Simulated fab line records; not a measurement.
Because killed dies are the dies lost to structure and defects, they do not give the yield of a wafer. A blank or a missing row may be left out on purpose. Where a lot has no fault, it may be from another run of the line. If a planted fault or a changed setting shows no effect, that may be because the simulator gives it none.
fab line records | flow n5Finfet | part 2 of 2: steps 24 to 31 of 31
[record] lots = 5 | wafers = 15 | lastDay = 16
route steps=1938 shown BEOL_M11@1593 BEOL_M12@1602
lots that met no fault: taken from a fault-free run of the same line
startH: hours from the record's first day to the start of the lot's first wafer shown | waitH: time in hours since the lot's previous step | " the same as in the row above | L1.1+2: a single row standing in for several wafers | - value missing, or start not given | * or withheld: withheld | < > ~ a bound
route shown NAME@n: NAME is a module with steps in the file, n the number in the route of the first one | usual: average and standard deviation across the fault-free wafers | same: alike in all rows | chamber/n: place in a boat | sites: readings site by site | _std_site: standard deviation of those values | _edge_site: mean of outer sites minus mean of inner sites | radiusMm: how far each site lies from the wafer's centre | mask NAME#n: copy n | behind: the most recent tool/chamber to have shaped the wafer | hold: reason for holding the lot/hours on hold/outcome of the hold | device: transistor that didn't switch, given as n, p or np | end of line: the tests these same wafers got at the end of their route | a step given without rows: its recipe and nothing more | killed: at the first sort, the dies lost to defects and structure; wafer yield is something else | map: a wafer's dies, x killed, . not, _ none there
set.NAME: setting as actually run; set.NAME@STEP: the setting as run at that earlier step | model.NAME: the simulator's own value behind a step, which no gauge read
lots at selected steps of the route; one table per step, one row per wafer
services: when a tool's chamber went out of use (startH, in hours from the record's first day, below 0 if earlier), for how many hours, and the reason
[[steps]]
[step N5_BEOL_M12_ETCH_59]
[recipe] chemistry = N2/H2 | target = BARC | targetDepthA = 890 | overetchA = 267 | timeS = 67.9 | ionEnergyEv = 200 | pressureMtorr = 30 | sourceW = 840 | biasW = 150 | n2FlowSccm = 200 | h2FlowSccm = 200
[usual] drypumpMotorCurrentA = 5.8/0.51 | oesProductAu = 0.65/0.065 | rfVppV = 523.4/2.5 | showerheadPlenumPTorr = 2.52/0.085 | throttleValvePct = 18.01/0.22
lot.wafer | tool       | chamber | startH | waitH | drypumpMotorCurrentA | oesProductAu | rfHoursCounterH | rfVppV | showerheadPlenumPTorr | throttleValvePct
L074.3    | rieDiel-05 | 3       | 233.90 | 0.0   | 5.4                  | 0.64         | 186             | 524.4  | 2.51                  | 17.74
L074.5    | "          | 2       | "      | "     | 6.5                  | 0.66         | -               | 523.4  | 2.55                  | 17.86
L074.6    | "          | 3       | "      | "     | 5.4                  | 0.63         | -               | 524.3  | 2.50                  | 17.75
L076.1    | rieDiel-04 | 0       | 258.43 | 0.0   | 6.0                  | 0.63         | 162             | 526.2  | 2.66                  | 18.21
L076.4    | "          | 1       | "      | "     | 5.8                  | 0.71         | 75              | 524.8  | 2.57                  | 18.13
L076.6    | "          | 1       | "      | "     | 5.8                  | 0.71         | -               | 525.0  | 2.57                  | 18.13
L079.2    | rieDiel-05 | 3       | 265.21 | 0.0   | 5.4                  | 0.62         | 199             | 525.0  | 2.50                  | 17.76
L079.5    | "          | 2       | "      | "     | 6.5                  | 0.65         | -               | 523.7  | 2.54                  | 17.85
L079.6    | "          | 3       | "      | "     | 5.4                  | 0.63         | -               | 524.0  | 2.50                  | 17.78
L091.1    | rieDiel-05 | 3       | 323.65 | 0.0   | 5.4                  | 0.61         | 220             | 523.4  | 2.49                  | 17.80
L091.4    | "          | 1       | "      | "     | 6.2                  | 0.60         | 248             | 520.3  | 2.39                  | 18.22
L091.6    | "          | 3       | "      | "     | 5.4                  | 0.61         | -               | 523.7  | 2.49                  | 17.81
L088.1    | rieDiel-05 | 2       | 329.05 | 0.0   | 6.5                  | 0.64         | 188             | 523.1  | 2.53                  | 17.92
L088.2    | "          | 3       | "      | "     | 5.4                  | 0.61         | 222             | 523.5  | 2.49                  | 17.82
L088.4    | "          | 0       | "      | "     | 5.7                  | 0.60         | -               | 524.0  | 2.51                  | 18.40
[step N5_BEOL_M12_VIA_ETCH_16]
[recipe] chemistry = C4F8/O2/Ar | target = SiOC | pressureMtorr = 30 | sourceW = 3000 | biasW = 700 | Ar_flow_sccm = 400 | C4F8_flow_sccm = 15 | O2_flow_sccm = 8 | heInnerTorr = 15 | heOuterTorr = 30 | targetDepthA = 7248 | timeS = withheld | ionEnergyEv = 250 | ends = cleared
[usual] C4F8_flow_sccm = 15.00/0.041 | drypumpMotorCurrentA = 5.8/0.5 | oesProductAu = 0.69/0.073 | rfVppV = 665/3.2 | showerheadPlenumPTorr = 3.38/0.1 | throttleValvePct = 24.29/0.19
lot.wafer | tool       | chamber | startH | waitH | C4F8_flow_sccm | drypumpMotorCurrentA | oesProductAu | rfVppV | showerheadPlenumPTorr | throttleValvePct
L074.3    | rieDiel-05 | 3       | 233.95 | 0.0   | 15.05          | 5.4                  | 0.67         | 666    | 3.40                  | 24.27
L074.5    | "          | 2       | "      | "     | 14.91          | 6.5                  | 0.70         | 666    | 3.39                  | 24.00
L074.6    | "          | 3       | "      | "     | 15.08          | 5.4                  | 0.67         | 663    | 3.40                  | 24.25
L076.1    | rieDiel-04 | 0       | 258.48 | 0.0   | 15.01          | 6.1                  | 0.66         | 668    | 3.55                  | 24.40
L076.4    | "          | 1       | "      | "     | 14.91          | 5.8                  | 0.74         | 667    | 3.47                  | 24.57
L076.6    | "          | 1       | "      | "     | 14.92          | 5.8                  | 0.74         | 667    | 3.47                  | 24.55
L079.2    | rieDiel-05 | 3       | 265.27 | 0.0   | 14.96          | 5.4                  | 0.66         | 664    | 3.40                  | 24.28
L079.5    | "          | 2       | "      | "     | 14.96          | 6.5                  | 0.69         | 667    | 3.39                  | 24.03
L079.6    | "          | 3       | "      | "     | 14.97          | 5.4                  | 0.66         | 664    | 3.40                  | 24.27
L091.1    | rieDiel-05 | 3       | 323.70 | 0.0   | 15.06          | 5.4                  | 0.64         | 664    | 3.38                  | 24.29
L091.4    | "          | 1       | "      | "     | 14.88          | 6.1                  | 0.63         | 659    | 3.20                  | 24.39
L091.6    | "          | 3       | "      | "     | 15.01          | 5.4                  | 0.64         | 665    | 3.38                  | 24.31
L088.1    | rieDiel-05 | 2       | 329.10 | 0.0   | 15.01          | 6.5                  | 0.68         | 665    | 3.37                  | 24.06
L088.2    | "          | 3       | "      | "     | 15.00          | 5.4                  | 0.64         | 665    | 3.38                  | 24.31
L088.4    | "          | 0       | "      | "     | 15.05          | 5.8                  | 0.63         | 663    | 3.35                  | 24.51
[step N5_BEOL_M12_STRIP_63]
[recipe] chemistry = N2/H2 | powerW = 1000 | tempC = 250 | h2Frac = 0.65 | overashFraction = 0.3 | pressureMtorr = 1000 | n2FlowSccm = 1750 | h2FlowSccm = 3250
[usual] drypumpMotorCurrentA = 5.6/0.59 | heaterPowerW = 342/55 | oesProductAu = 0.692/0.0048 | stripTimeToEndpointS = 42.2/0.98
lot.wafer | tool           | chamber | startH | waitH | drypumpMotorCurrentA | heaterPowerW | oesProductAu | rfHoursCounterH | stripTimeToEndpointS
L074.3    | plasmaAsher-02 | 0       | 234.17 | -     | 5.5                  | 346          | 0.693        | -               | 42.2
L074.5    | "              | 1       | "      | "     | 5.1                  | 424          | 0.699        | -               | 42.0
L074.6    | "              | 0       | "      | "     | 5.5                  | 342          | 0.697        | -               | 40.5
L076.1    | plasmaAsher-02 | 1       | 258.68 | -     | 5.1                  | 427          | 0.686        | 73              | 41.3
L076.4    | "              | 1       | "      | "     | 5.1                  | 428          | 0.697        | -               | 40.9
L076.6    | "              | 1       | "      | "     | 5.1                  | 424          | 0.686        | -               | 41.2
L079.2    | plasmaAsher-01 | 0       | 265.46 | -     | 5.1                  | 346          | 0.684        | 120             | 41.0
L079.5    | "              | 0       | "      | "     | 5.1                  | 351          | 0.704        | -               | 41.0
L079.6    | "              | 1       | "      | "     | 6.5                  | 266          | 0.685        | -               | 40.4
L091.1    | plasmaAsher-02 | 1       | 323.90 | -     | 5.1                  | 425          | 0.687        | 86              | 42.9
L091.4    | "              | 1       | "      | "     | 5.1                  | 426          | 0.695        | -               | 42.8
L091.6    | "              | 1       | "      | "     | 5.1                  | 424          | 0.692        | -               | 40.9
L088.1    | plasmaAsher-02 | 1       | 329.30 | -     | 5.1                  | 427          | 0.688        | 87              | 42.7
L088.2    | "              | 0       | "      | "     | 5.4                  | 336          | 0.696        | 87              | 41.6
L088.4    | "              | 0       | "      | "     | 5.4                  | 334          | 0.694        | -               | 41.8
[step N5_BEOL_M12_STRIP_64]
[recipe] chemistry = N2/H2 | powerW = 1000 | tempC = 250 | h2Frac = 0.65 | overashFraction = 0.3 | pressureMtorr = withheld | n2FlowSccm = 1750 | h2FlowSccm = 3250
[usual] drypumpMotorCurrentA = 5.6/0.6 | heaterPowerW = 341/54 | oesProductAu = 0.715/0.0046 | stripTimeToEndpointS = 31.31/0.095
lot.wafer | tool           | chamber | startH | waitH | drypumpMotorCurrentA | heaterPowerW | oesProductAu | rfHoursCounterH | stripTimeToEndpointS
L074.3    | plasmaAsher-02 | 0       | 234.23 | 0.0   | 5.4                  | 341          | 0.715        | -               | 31.29
L074.5    | "              | 1       | "      | "     | 5.1                  | 422          | 0.712        | -               | 31.34
L074.6    | "              | 0       | "      | "     | 5.4                  | 343          | 0.716        | -               | 31.30
L076.1    | plasmaAsher-02 | 1       | 258.74 | 0.0   | 5.1                  | 423          | 0.723        | 73              | 31.36
L076.4    | "              | 1       | "      | "     | 5.1                  | 416          | 0.720        | -               | 31.39
L076.6    | "              | 1       | "      | "     | 5.1                  | 429          | 0.715        | -               | 31.28
L079.2    | plasmaAsher-01 | 0       | 265.52 | 0.0   | 5.1                  | 345          | 0.715        | 120             | 31.19
L079.5    | "              | 0       | "      | "     | 5.1                  | 350          | 0.716        | -               | 31.20
L079.6    | "              | 1       | "      | "     | 6.5                  | 272          | 0.712        | -               | 31.26
L091.1    | plasmaAsher-02 | 1       | 323.96 | 0.0   | 5.1                  | 425          | 0.713        | 86              | 31.47
L091.4    | "              | 1       | "      | "     | 5.1                  | 435          | 0.712        | -               | 31.46
L091.6    | "              | 1       | "      | "     | 5.1                  | 430          | 0.705        | -               | 31.42
L088.1    | plasmaAsher-02 | 1       | 329.36 | 0.0   | 5.1                  | 429          | 0.716        | 87              | 31.18
L088.2    | "              | 0       | "      | "     | 5.4                  | 345          | 0.711        | 87              | 31.19
L088.4    | "              | 0       | "      | "     | 5.5                  | 338          | 0.711        | -               | 31.16
[step N5_BEOL_M12_STRIP_71]
[recipe] chemistry = postEtchResidueRemover | timeS = 60 | tempC = 25 | removerPh = withheld | removerWaterWtPct = withheld | removerFluorideWtPct = withheld
lot.wafer  | tool        | chamber | startH | waitH
L074.3+5+6 | wetBench-04 | 7,1,2   | 234.30 | 0.0
L076.1+4+6 | wetBench-01 | 1,3,6   | 258.83 | 0.1
L079.2+5+6 | wetBench-04 | 7,1,4   | 265.61 | 0.1
L091.1+4+6 | wetBench-02 | 7,3,2   | 324.05 | 0.1
L088.1+2+4 | wetBench-01 | 5,6,7   | 329.45 | 0.1
[step N5_BEOL_M12_SRD_72]
[recipe] timeS = 30 | tempC = 23 | rinseLiquid = diw | dry = n2Spin | spinRpm = 1500 | dryTimeS = 30
lot.wafer  | tool        | chamber | startH | waitH
L074.3+5+6 | wetBench-04 | 7,1,2   | 234.32 | 0.0
L076.1+4+6 | wetBench-01 | 1,3,6   | 258.85 | 0.0
L079.2+5+6 | wetBench-04 | 7,1,4   | 265.63 | 0.0
L091.1+4+6 | wetBench-02 | 7,3,2   | 324.07 | 0.0
L088.1+2+4 | wetBench-01 | 5,6,7   | 329.47 | 0.0
[step N5_BEOL_M12_CD_MEAS_17]
[recipe] targetCdNm = 140 | polarity = opening
[usual] cdNm = 140.5/2
lot.wafer | tool     | chamber | startH | waitH | cdNm
L074.3    | cdSem-01 | -       | 234.36 | 0.0   | 139.4
L074.5    | "        | -       | "      | "     | 141.9
L074.6    | "        | -       | "      | "     | 138.4
L076.1    | cdSem-02 | -       | 258.89 | 0.0   | 142.2
L076.4    | "        | -       | "      | "     | 142.6
L076.6    | "        | -       | "      | "     | 140.9
L079.2    | cdSem-02 | -       | 265.67 | 0.0   | 138.0
L079.5    | "        | -       | "      | "     | 142.7
L079.6    | "        | -       | "      | "     | 140.1
L091.1    | cdSem-02 | -       | 324.11 | 0.0   | 140.5
L091.4    | "        | -       | "      | "     | 142.3
L091.6    | "        | -       | "      | "     | 141.4
L088.1    | cdSem-03 | -       | 329.52 | 0.0   | 139.3
L088.2    | "        | -       | "      | "     | 139.7
L088.4    | "        | -       | "      | "     | 141.6
[step N5_BEOL_M12_COAT_65]
[recipe] resist = SOC | tempC = 250 | timeS = 60 | spinRpm = 1500 | resistThkNm = 300
[usual] exhaustPa = 44.9/0.94
lot.wafer | tool          | chamber | startH | waitH | exhaustPa
L074.3    | lithoTrack-01 | 0       | 234.40 | 0.0   | 43.1
L074.5    | "             | 0       | "      | "     | 44.9
L074.6    | "             | 0       | "      | "     | 45.1
L076.1    | lithoTrack-01 | 0       | 258.92 | 0.0   | 46.7
L076.4    | "             | 0       | "      | "     | 45.3
L076.6    | "             | 0       | "      | "     | 46.5
L079.2    | lithoTrack-01 | 0       | 265.71 | 0.0   | 44.3
L079.5    | "             | 0       | "      | "     | 44.8
L079.6    | "             | 0       | "      | "     | 44.4
L091.1    | lithoTrack-05 | 0       | 324.14 | 0.0   | 44.5
L091.4    | "             | 0       | "      | "     | 43.5
L091.6    | "             | 0       | "      | "     | 44.9
L088.1    | lithoTrack-03 | 0       | 329.55 | 0.0   | 46.3
L088.2    | "             | 0       | "      | "     | 44.8
L088.4    | "             | 0       | "      | "     | 46.4
[[services]]
tool           | chamber | startH | hours | kind
krfScanner-01  | -       | 208.28 | 1.3   | pm
krfScanner-02  | -       | 212.74 | 1.0   | pm
pecvd-01       | 1       | 216.04 | 4.4   | repair
rieDiel-05     | -       | 219.24 | 0.6   | repair
pecvd-02       | -       | 228.51 | 0.7   | repair
pvdSputter-02  | -       | 238.19 | 1.5   | repair
krfScanner-01  | -       | 238.61 | 1.3   | repair
rieDiel-05     | 1       | 249.20 | 16.5  | repair
krfScanner-02  | -       | 252.01 | 4.4   | pm
wetBench-02    | -       | 270.54 | 4.2   | repair
pecvd-04       | -       | 275.15 | 6.0   | pm
pecvd-02       | 2       | 276.66 | 6.6   | repair
rieDiel-04     | 3       | 277.18 | 5.2   | repair
cmp-04         | -       | 278.18 | 1.3   | repair
pvdSputter-02  | -       | 285.64 | 5.0   | repair
pecvd-02       | -       | 286.30 | 0.9   | repair
krfScanner-01  | -       | 292.33 | 0.8   | pm
plasmaAsher-02 | -       | 293.46 | 2.6   | repair
krfScanner-01  | -       | 294.42 | 0.8   | pm
krfScanner-01  | -       | 296.04 | 2.2   | repair
krfScanner-02  | -       | 300.13 | 0.8   | pm
pecvd-03       | -       | 311.16 | 3.1   | repair
krfScanner-01  | -       | 328.22 | 0.2   | repair
rieDiel-04     | -       | 328.49 | 15.6  | pm
